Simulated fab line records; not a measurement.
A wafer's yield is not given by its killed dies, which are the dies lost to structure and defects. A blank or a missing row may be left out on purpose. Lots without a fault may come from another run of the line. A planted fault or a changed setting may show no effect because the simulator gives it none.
fab line records | flow n5Finfet
[record] lots = 10 wafers = 29 lastDay = 18
route steps=1938 shown WELL_APT@55 PMOS_HMC_CHANNEL_EPI@66 BEOL_M4@1111 PASSIVATION@1936
lots that met no fault: from a run of the same line without faults
startH: hours from the record's first day to the start of the lot's first wafer shown | waitH: hours from the lot's prior step to this one | " the same as in the row above | L1.1+2: a single row standing in for several wafers | - no value, or no start given | * or withheld: withheld | < > ~ a bound
route shown NAME@n: NAME is a module with steps in the file, n the number in the route of the first one | usual: average and standard deviation across the fault-free wafers | same: alike in all rows | chamber/n: place in a boat | sites: per-site readings | _std_site: standard deviation across them | _edge_site: the outer-site mean with the inner-site mean subtracted | radiusMm: for every site, how far away it sits from the centre of the wafer | mask NAME#n: copy n | behind: the tool/chamber that last shaped the wafer | hold: reason for holding the lot/hours on hold/outcome of the hold | device: the transistor (n, p or np) that didn't switch | end of line: tests run on the same wafers once the route is complete | a step without rows: its recipe alone | killed: dies that structure and defects cost at the first sort, which is not the same as the wafer's yield | map: the dies of a wafer, with x for killed, . for not killed, _ for no die there
set.NAME: the setting as run; set.NAME@STEP: as run at that earlier step | model.NAME: the simulator's own value behind a step, which no gauge read
the route's steps for a sample of lots (tables are steps, rows are wafers)
services: when a tool's chamber went out of use (startH, in hours from the record's first day, below 0 if earlier), for how many hours, and the reason
[[steps]]
[step N5_WELL_APT_EPI_41]
[recipe] material = Si targetThkA = 500 tempC = 650 precursor = SiH4/H2 pressureTorr = 20 timeS = 297.7
[usual] lampInnerPct = 15.1/2.1 throttleValvePct = 11.14/0.22
// columns lot.wafer tool chamber startH waitH lampInnerPct throttleValvePct
L998.3 epiRpcvd-01 0 16.93 0.2 17.4 11.47
L998.4 " 0 " " 17.3 11.63
L998.5 " 0 " " 17.6 11.38
L999.3 epiRpcvd-03 0 22.60 0.3 13.1 11.13
L999.4 " 0 " " 13.2 10.81
L999.6 " 0 " " 13.1 11.47
L102.1 epiRpcvd-03 0 40.06 0.0 13.2 11.10
L102.4 " 0 " " 13.2 10.82
L102.5 " 0 " " 13.3 11.26
L106.4 epiRpcvd-02 0 64.29 0.3 13.3 11.08
L106.5 " 0 " " 13.4 10.93
L107.3 epiRpcvd-01 0 70.17 0.3 17.6 11.44
L107.5 " 0 " " 17.5 11.26
L107.6 " 0 " " 17.4 11.28
L110.2 epiRpcvd-01 0 88.99 0.2 17.5 11.21
L110.3 " 0 " " 17.4 11.28
L110.6 " 0 " " 17.6 11.16
L111.3 epiRpcvd-02 0 94.37 0.3 13.6 10.70
L111.4 " 0 " " 13.4 10.97
L111.5 " 0 " " 13.4 10.82
L112.1 epiRpcvd-02 0 100.40 0.0 13.6 11.01
L112.2 " 0 " " 13.6 10.82
L112.3 " 0 " " 13.5 10.92
L120.1 epiRpcvd-01 0 149.92 0.0 17.5 11.31
L120.3 " 0 " " 17.4 11.17
L120.5 " 0 " " 17.4 11.32
L121.2 epiRpcvd-03 0 154.23 0.4 13.3 11.00
L121.3 " 0 " " 13.3 10.93
L121.6 " 0 " " 13.2 10.90
[step N5_PMOS_HMC_CHANNEL_EPI_OVL_MEAS_10]
[recipe] pointsPerWafer = 44
[usual] PMOS_HMC_BLK_OVL = 0.0/0.74
// columns lot.wafer tool chamber startH waitH PMOS_HMC_BLK_OVL[nm]
L998.3 overlay-02 0 17.73 0.0 0.2
L998.4 " 0 " " 0.6
L998.5 " 0 " " 0.3
L999.3 overlay-02 0 23.54 0.0 -1.0
L999.4 " 0 " " 0.1
L999.6 " 0 " " -0.5
L102.1 overlay-01 0 41.63 0.0 0.9
L102.4 " 0 " " 0.1
L102.5 " 0 " " 0.8
L106.4 overlay-01 0 65.10 0.0 0.8
L106.5 " 0 " " 0.6
L107.3 overlay-01 0 71.23 0.0 -0.5
L107.5 " 0 " " -0.7
L107.6 " 0 " " -0.6
L110.2 overlay-01 0 90.04 0.0 -1.3
L110.3 " 0 " " -0.4
L110.6 " 0 " " -0.7
L111.3 overlay-01 0 95.42 0.0 0.6
L111.4 " 0 " " 1.4
L111.5 " 0 " " 1.6
L112.1 overlay-02 0 101.71 0.0 -0.2
L112.2 " 0 " " 0.3
L112.3 " 0 " " -0.5
L120.1 overlay-02 0 151.02 0.0 -1.3
L120.3 " 0 " " -0.9
L120.5 " 0 " " -0.9
L121.2 overlay-02 0 155.30 0.0 -0.1
L121.3 " 0 " " 0.0
L121.6 " 0 " " -1.1
[step N5_PMOS_HMC_CHANNEL_EPI_INSPECT_11]
[recipe] mode = adi inspectInstrument = macro
[usual] rawDefectCount = 2.2/1.4
// columns lot.wafer tool chamber startH waitH rawDefectCount
L998.3 defectInspect-02 - 17.75 0.0 1
L998.4 " - " " 3
L998.5 " - " " 3
L999.3 defectInspect-01 - 23.57 0.0 5
L999.4 " - " " 4
L999.6 " - " " 0
L102.1 defectInspect-01 - 41.66 0.0 2
L102.4 " - " " 3
L102.5 " - " " 3
L106.4 defectInspect-02 - 65.12 0.0 5
L106.5 " - " " 2
L107.3 defectInspect-01 - 71.25 0.0 3
L107.5 " - " " 1
L107.6 " - " " 1
L110.2 defectInspect-02 - 90.07 0.0 3
L110.3 " - " " 1
L110.6 " - " " 3
L111.3 defectInspect-02 - 95.45 0.0 1
L111.4 " - " " 2
L111.5 " - " " 2
L112.1 defectInspect-01 - 101.73 0.0 2
L112.2 " - " " 2
L112.3 " - " " 1
L120.1 defectInspect-02 - 151.05 0.0 4
L120.3 " - " " 0
L120.5 " - " " 1
L121.2 defectInspect-01 - 155.32 0.0 7
L121.3 " - " " 2
L121.6 " - " " 1
[step N5_PMOS_HMC_CHANNEL_EPI_ETCH_32]
[recipe] chemistry = N2/H2 target = BARC stopOn = SiO2 targetDepthA = 858 overEtchFrac = 0.3 timeS = 50.3 ionEnergyEv = 200 maskMaterial = CAR-ArF-block pressureMtorr = 30 sourceW = 840 biasW = 150 n2FlowSccm = 200 h2FlowSccm = 200
[usual] biasW = 149.9/0.44 chamberPressureMTorr = 29.995/0.027 drypumpMotorCurrentA = 5.66/0.29 oesProductAu = 0.62/0.043 overEtchFrac = 0.3/0 rfVppV = 523.7/2.4 showerheadPlenumPTorr = 2.55/0.084 throttleValvePct = 17.96/0.22
// columns lot.wafer tool chamber startH waitH biasW chamberPressureMTorr drypumpMotorCurrentA oesProductAu overEtchFrac rfHoursCounterH rfVppV showerheadPlenumPTorr throttleValvePct
L998.3 rieDiel-05 3 17.82 0.0 149.7 30.006 6.32 0.60 0.3 212 520.7 2.42 18.34
L998.4 " 0 " " 150.0 29.964 5.32 0.66 0.3 122 523.3 2.54 17.63
L998.5 " 3 " " 149.1 29.981 6.33 0.60 0.3 - 519.8 2.42 18.34
L999.3 rieDiel-02 1 23.64 0.0 149.6 29.944 5.80 0.61 0.3 188 526.6 2.65 17.83
L999.4 " 2 " " 150.5 30.034 5.67 0.61 0.3 - 525.8 2.64 18.03
L999.6 " 3 " " 150.2 29.973 5.46 0.60 0.3 - 522.2 2.51 18.16
L102.1 rieDiel-05 3 42.25 0.0 149.0 29.954 6.31 0.59 0.3 219 518.5 2.42 18.34
L102.4 " 3 " " 150.5 30.039 6.32 0.59 0.3 - 520.2 2.42 18.33
L102.5 " 2 " " 150.2 30.035 5.86 0.65 0.3 - 525.3 2.55 17.52
L106.4 rieDiel-04 1 65.19 0.0 150.0 30.022 5.93 0.65 0.3 136 527.8 2.68 17.87
L106.5 " 0 " " 149.4 29.985 5.71 0.64 0.3 - 522.6 2.53 18.04
L107.3 rieDiel-05 2 71.43 0.0 149.9 29.986 5.87 0.65 0.3 126 525.2 2.54 17.54
L107.5 " 0 " " 149.8 30.011 5.35 0.64 0.3 - 523.8 2.53 17.65
L107.6 " 3 " " 150.5 30.012 6.29 0.59 0.3 - 519.8 2.42 18.36
L110.2 rieDiel-02 1 90.14 0.0 150.2 29.973 5.84 0.60 0.3 207 526.8 2.64 17.87
L110.3 " 3 " " 149.9 30.044 5.50 0.59 0.3 231 523.2 2.50 18.19
L110.6 " 2 " " 150.5 29.984 5.66 0.60 0.3 - 524.4 2.63 18.06
L111.3 rieDiel-02 3 95.52 0.0 - - - - - - - - -
L111.4 " 2 " " - - - - - - - - -
L111.5 " 1 " " - - - - - - - - -
L112.1 rieDiel-05 3 101.80 0.0 - - - - - - - - -
L112.2 " 0 " " - - - - - - - - -
L112.3 " 2 " " - - - - - - - - -
L120.1 rieDiel-04 1 151.12 0.0 149.1 30.010 5.94 0.63 0.3 161 527.4 2.66 17.92
L120.3 " 2 " " 149.0 30.005 5.80 0.59 0.3 237 523.0 2.52 17.96
L120.5 " 2 " " 149.1 30.054 5.79 0.60 0.3 - 522.1 2.52 17.96
L121.2 rieDiel-04 3 155.95 0.0 150.9 30.034 5.52 0.61 0.3 213 519.7 2.41 18.17
L121.3 " 2 " " 150.3 29.988 5.78 0.59 0.3 239 522.1 2.52 17.94
L121.6 " 2 " " 150.4 29.987 5.76 0.59 0.3 - 521.4 2.52 17.98
[step N5_PMOS_HMC_CHANNEL_EPI_HM_OPEN_15]
[recipe] chemistry = CHF3/O2 target = SiO2 maskMaterial = CAR-ArF-block targetDepthA = 406 CHF3_flow_sccm = 50 O2_flow_sccm = 5 Ar_flow_sccm = 200 timeS = 20.3 pressureMtorr = 30 sourceW = 650 biasW = 170 ionEnergyEv = 200
[usual] O2_flow_sccm = 4.999/0.014 drypumpMotorCurrentA = 5.66/0.29 oesProductAu = 0.72/0.053 rfVppV = 527/4.6 showerheadPlenumPTorr = 2.41/0.08 throttleValvePct = 18.96/0.2
// columns lot.wafer tool chamber startH waitH O2_flow_sccm drypumpMotorCurrentA oesProductAu rfHoursCounterH rfVppV showerheadPlenumPTorr throttleValvePct
L998.3 rieDiel-05 3 17.86 0.0 5.009 6.35 0.68 212 529 2.29 19.26
L998.4 " 0 " " 5.003 5.32 0.77 122 531 2.42 18.79
L998.5 " 3 " " 5.005 6.34 0.68 - 529 2.29 19.28
L999.3 rieDiel-02 1 23.68 0.0 5.013 5.79 0.70 188 525 2.50 18.85
L999.4 " 2 " " 4.990 5.70 0.71 - 531 2.50 18.93
L999.6 " 3 " " 4.989 5.51 0.69 - 526 2.38 19.18
L102.1 rieDiel-05 3 42.29 0.0 4.981 6.30 0.68 219 530 2.29 19.28
L102.4 " 3 " " 5.004 6.32 0.67 - 529 2.29 19.28
L102.5 " 2 " " 4.992 5.89 0.77 - 515 2.42 18.65
L106.4 rieDiel-04 1 65.23 0.0 5.004 5.97 0.76 136 532 2.51 18.77
L106.5 " 0 " " 4.999 5.69 0.74 - 533 2.41 19.23
L107.3 rieDiel-05 2 71.47 0.0 4.988 5.86 0.76 126 516 2.42 18.67
L107.5 " 0 " " 5.013 5.35 0.75 - 532 2.42 18.82
L107.6 " 3 " " 5.003 6.31 0.67 - 530 2.28 19.28
L110.2 rieDiel-02 1 90.18 0.0 5.006 5.80 0.69 207 524 2.49 18.88
L110.3 " 3 " " 4.986 5.46 0.68 231 526 2.37 19.24
L110.6 " 2 " " 5.002 5.68 0.70 - 531 2.49 18.95
L111.3 rieDiel-02 3 95.56 0.0 4.978 5.49 0.26 232 526 2.37 19.13
L111.4 " 2 " " 5.029 5.66 0.26 213 529 2.49 18.84
L111.5 " 1 " " 5.007 5.84 0.26 - 524 2.49 18.77
L112.1 rieDiel-05 3 101.84 0.0 4.997 6.31 0.25 237 529 2.28 19.18
L112.2 " 0 " " 5.008 5.31 0.29 147 530 2.41 18.72
L112.3 " 2 " " 5.005 5.85 0.28 134 514 2.41 18.57
L120.1 rieDiel-04 1 151.16 0.0 4.988 5.96 0.73 161 532 2.51 18.82
L120.3 " 2 " " 4.997 5.78 0.68 237 521 2.39 18.94
L120.5 " 2 " " 5.006 5.74 0.68 - 520 2.39 18.95
L121.2 rieDiel-04 3 155.99 0.0 5.002 5.48 0.72 213 531 2.28 19.19
L121.3 " 2 " " 5.011 5.78 0.68 239 521 2.39 18.95
L121.6 " 2 " " 5.008 5.76 0.68 - 521 2.39 18.96
[step N5_BEOL_M4_RC_MEAS_101]
[usual] DIBL_N = 35.6/1.7 DIBL_P = 35.0/2 IOFF_N = 0.148/0.027 IOFF_P = 0.19/0.032 ION_N = 671/14 ION_P = 460/9.1 SS_N = 71.3/0.62 SS_P = 73.0/0.64 VT_N = 251/3.2 VT_P = -251.5/2.9
// columns lot.wafer tool chamber startH waitH DIBL_N[mV/V] DIBL_P[mV/V] IOFF_N[nA/um] IOFF_P[nA/um] ION_N[uA/um] ION_P[uA/um] SS_N[mV/dec] SS_P[mV/dec] VT_N[mV] VT_P[mV]
L998.3 prober-02 0 200.09 0.3 36.1 37.1 0.174 0.20 701 470 71.1 73.9 248 -252.5
L998.4 " 0 " " 35.4 37.2 0.150 0.19 673 460 70.9 73.9 252 -249.9
L998.5 " 0 " " 35.2 35.8 0.148 0.17 678 464 71.2 73.1 251 -251.1
L999.3 prober-02 0 204.58 0.3 34.3 32.1 0.130 0.17 663 456 71.3 73.1 250 -252.0
L999.4 " 0 " " 35.7 34.3 0.156 0.20 696 474 71.2 72.7 248 -251.6
L999.6 " 0 " " 33.8 31.4 0.123 0.16 671 462 71.0 72.7 254 -250.1
L106.4 prober-02 0 217.85 0.5 35.9 36.2 0.157 0.23 663 458 71.7 73.0 250 -249.4
L106.5 " 0 " " 35.4 35.7 0.155 0.22 680 465 71.7 72.7 249 -250.6
L102.1 prober-01 0 244.91 0.0 33.9 34.3 0.132 0.17 655 446 70.6 72.2 255 -254.2
L102.4 " 0 " " 31.4 32.1 0.109 0.15 667 453 70.2 71.5 253 -253.2
L102.5 " 0 " " 32.5 33.4 0.121 0.16 668 458 70.2 72.0 252 -253.3
L107.3 prober-01 0 248.31 0.3 33.8 34.1 0.140 0.22 674 467 71.2 73.1 250 -246.6
L107.5 " 0 " " 34.2 34.7 0.161 0.23 690 472 71.3 73.4 245 -246.9
L107.6 " 0 " " 37.2 38.8 0.214 0.31 680 473 72.0 74.6 245 -244.7
L110.2 prober-02 0 253.14 0.2 36.1 36.8 0.198 0.24 690 472 71.4 74.1 244 -246.3
L110.3 " 0 " " 34.2 34.5 0.147 0.21 670 464 71.4 73.5 250 -245.1
L110.6 " 0 " " 33.9 33.6 0.139 0.19 672 457 71.4 72.5 249 -250.3
L121.2 prober-02 0 321.94 0.2 37.7 37.6 0.200 0.22 701 468 71.8 74.1 246 -253.1
L121.3 " 0 " " 35.9 35.5 0.155 0.19 679 458 71.2 73.3 249 -251.3
L121.6 " 0 " " 36.3 36.0 0.166 0.20 681 456 71.3 73.6 245 -250.3
L120.1 prober-01 0 322.01 0.0 37.0 37.4 0.156 0.22 677 472 71.3 73.3 250 -251.2
L120.3 " 0 " " 36.2 35.8 0.144 0.18 680 464 71.2 72.3 251 -253.6
L120.5 " 0 " " 34.6 33.7 0.120 0.16 668 462 69.9 72.6 254 -252.9
[step N5_PASSIVATION_PROBE_49]
[usual] killed_at_M0_to_M3 = 35/11 killed_at_M4_up = 14/5.4 killedAtContacts = 13/6 killedAtFrontEnd = 38/11 killedAtOther = 3.4/2.6 killedDies = 104/19 killedOnRim = 13/3.9 killedOpen = 68/13 killedShort = 34/8.5
[same] grossDies = 1180 killedAtBackSide = 0
// columns lot.wafer tool chamber startH waitH killed_at_M0_to_M3 killed_at_M4_up killedAtContacts killedAtFrontEnd killedAtOther killedDies killedOnRim killedOpen killedShort
L107.3 prober-02 - 362.69 0.1 19 8 5 38 8 78 10 47 31
L107.5 prober-02 - 362.79 0.2 40 14 4 17 6 81 8 46 34
L107.6 prober-02 - 362.84 0.3 52 6 4 24 2 88 12 52 34
L112.1 prober-01 - 393.05 0.0 33 12 24 1110 1 1180 152 65 32
L112.2 prober-01 - 393.10 0.1 32 14 3 1126 5 1180 152 66 31
L112.3 prober-01 - 393.15 0.1 33 15 23 1109 0 1180 152 73 32
L111.3 prober-01 - 395.66 0.1 50 4 16 1104 6 1180 152 80 33
L111.4 prober-01 - 395.71 0.2 39 11 17 1112 1 1180 152 56 32
L111.5 prober-01 - 395.76 0.2 47 13 9 1105 6 1180 152 75 31
// killed by level:class
L107.3 FIN_SAQP:geometricParticle:open=11 BEOL_M0_SAQP:geometricParticle:short=7 FIN_SAQP:geometricParticle:short=6 MOL_CONTACT_COAG:geometricParticle:open=5 PASS1_CAP:geometricParticle:open=5 BEOL_M2:geometricParticle:open=4 STARTING-WAFER:geometricParticle:short=4 BEOL_M3:geometricParticle:short=3
L107.5 BEOL_M2:geometricParticle:open=9 BEOL_M4:geometricParticle:open=9 BEOL_M3:geometricParticle:open=7 FIN_SAQP:geometricParticle:short=6 BEOL_M0_SAQP:geometricParticle:open=6 BEOL_M0_SAQP:geometricParticle:short=5 PASS1_CAP:geometricParticle:short=5 BEOL_M2:geometricParticle:short=4
L107.6 BEOL_M3:geometricParticle:open=13 BEOL_M0_SAQP:geometricParticle:short=12 BEOL_M0_SAQP:geometricParticle:open=11 FIN_SAQP:geometricParticle:open=5 BEOL_M0:geometricParticle:open=5 FIN_SAQP:geometricParticle:short=4 MOL_CONTACT_COAG:geometricParticle:open=3 BEOL_M2:geometricParticle:open=3
L112.1 PMOS_HMC_CHANNEL_EPI:areaEtch=1083 MOL_CONTACT_COAG:geometricParticle:open=20 BEOL_M0_SAQP:geometricParticle:short=8 BEOL_M0_SAQP:geometricParticle:open=7 FIN_SAQP:geometricParticle:open=6 BEOL_M3:geometricParticle:open=6 STI_FIN_REVEAL:geometricParticle:open=6 BEOL_M4:geometricParticle:open=6
L112.2 PMOS_HMC_CHANNEL_EPI:areaEtch=1083 BEOL_M1:geometricParticle:open=15 FIN_SAQP:geometricParticle:open=13 GATE_CUT:geometricParticle:short=10 BEOL_M4:geometricParticle:open=9 BEOL_M0_SAQP:geometricParticle:short=6 STI_FIN_REVEAL:geometricParticle:open=5 STI_FIN_REVEAL:geometricParticle:short=4
L112.3 PMOS_HMC_CHANNEL_EPI:areaEtch=1075 MOL_CONTACT_COAG:geometricParticle:open=21 FIN_SAQP:geometricParticle:open=11 BEOL_M0_SAQP:geometricParticle:short=9 BEOL_M0_SAQP:geometricParticle:open=9 BEOL_M4:geometricParticle:open=9 FIN_SAQP:geometricParticle:short=6 BEOL_M1:geometricParticle:open=6
L111.3 PMOS_HMC_CHANNEL_EPI:areaEtch=1065 MOL_CONTACT_COAG:geometricParticle:open=16 FIN_SAQP:geometricParticle:open=11 BEOL_M0_SAQP:geometricParticle:open=11 BEOL_M2:geometricParticle:open=9 STI_FIN_REVEAL:geometricParticle:open=8 BEOL_M0_SAQP:geometricParticle:short=7 BEOL_M1:geometricParticle:open=6
L111.4 PMOS_HMC_CHANNEL_EPI:areaEtch=1089 MOL_CONTACT_COAG:geometricParticle:open=14 BEOL_M0_SAQP:geometricParticle:short=13 BEOL_M2:geometricParticle:open=7 BEOL_M3:geometricParticle:open=7 FIN_SAQP:geometricParticle:open=6 BEOL_M0_SAQP:geometricParticle:open=6 DUMMY_GATE:geometricParticle:open=4
L111.5 PMOS_HMC_CHANNEL_EPI:areaEtch=1073 BEOL_M0_SAQP:geometricParticle:short=12 FIN_SAQP:geometricParticle:open=10 STI_FIN_REVEAL:geometricParticle:open=9 BEOL_M0_SAQP:geometricParticle:open=9 MOL_CONTACT_COAG:geometricParticle:open=7 BEOL_M3:geometricParticle:open=6 DUMMY_GATE:geometricParticle:open=5
[[services]]
// columns tool chamber startH hours kind
rieDiel-05 3 -6.96 2.2 repair
rieDiel-02 - 2.62 2.6 repair
rieDiel-02 0 9.42 19.9 repair
epiRpcvd-03 - 17.10 1.0 repair
epiRpcvd-02 - 24.45 4.3 pm
epiRpcvd-01 - 30.70 1.6 repair
rieDiel-05 1 36.36 - clean
rieDiel-05 1 36.36 - consumableReplace:focusRing
rieDiel-05 1 36.36 11.8 scheduledDown
rieDiel-05 1 36.36 11.8 ventCycle
rieDiel-05 2 115.35 6.4 repair
rieDiel-04 3 129.24 4.7 repair
rieDiel-05 3 129.79 4.6 repair
rieDiel-05 3 150.30 - clean
rieDiel-05 3 150.30 - consumableReplace:focusRing
rieDiel-05 3 150.30 - consumableReplace:showerhead
rieDiel-05 3 150.30 14.0 scheduledDown
rieDiel-05 3 150.30 14.0 ventCycle
[[key]]
[firstSign] step = N5_PMOS_HMC_CHANNEL_EPI_ETCH_32 reading = toolRecord direction = missing
[effect] step = N5_PMOS_HMC_CHANNEL_EPI_HM_OPEN_15 reading = oesProductAu direction = down sigmas = 8.5 usual = 0.72 struck = 0.27
[effect] step = N5_PASSIVATION_PROBE_49 reading = killedAtFrontEnd direction = up sigmas = 99 usual = 38 struck = 1111
[moreKillsBornAt] N5_PMOS_HMC_CHANNEL_EPI_ETCH_32@rieDiel-05 = 3241 N5_PMOS_HMC_CHANNEL_EPI_ETCH_32@rieDiel-02 = 3227
metAt N5_PMOS_HMC_CHANNEL_EPI_ETCH_32
struckLots L111,L112
laterRowsLeftOut L111.3,L111.4,L111.5,L112.1,L112.2,L112.3
testerLeftOut L111,L112
notActingAt N5_WELL_APT_EPI_41,N5_PMOS_HMC_CHANNEL_EPI_OVL_MEAS_10,N5_PMOS_HMC_CHANNEL_EPI_INSPECT_11
onsetBetween 90.14 95.52
[fault] kind = skippedStepWhole tool = rieDiel-02,rieDiel-05 chamber = - onsetH = 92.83 steps = N5_PMOS_HMC_CHANNEL_EPI_ETCH_32 scope = struckLotsOnly
// testerLeftOut: of these lots the tester's yield and bins aren't shown, on N5 and GAA mostly nor the transistor test; their killed dies are dies lost to structure and defects alone, not to doping, threshold or leakage, so they don't give the yield
// laterRowsLeftOut: the simulator's readings of these wafers behind a module that went badly wrong aren't trusted and aren't shown, but for the sort
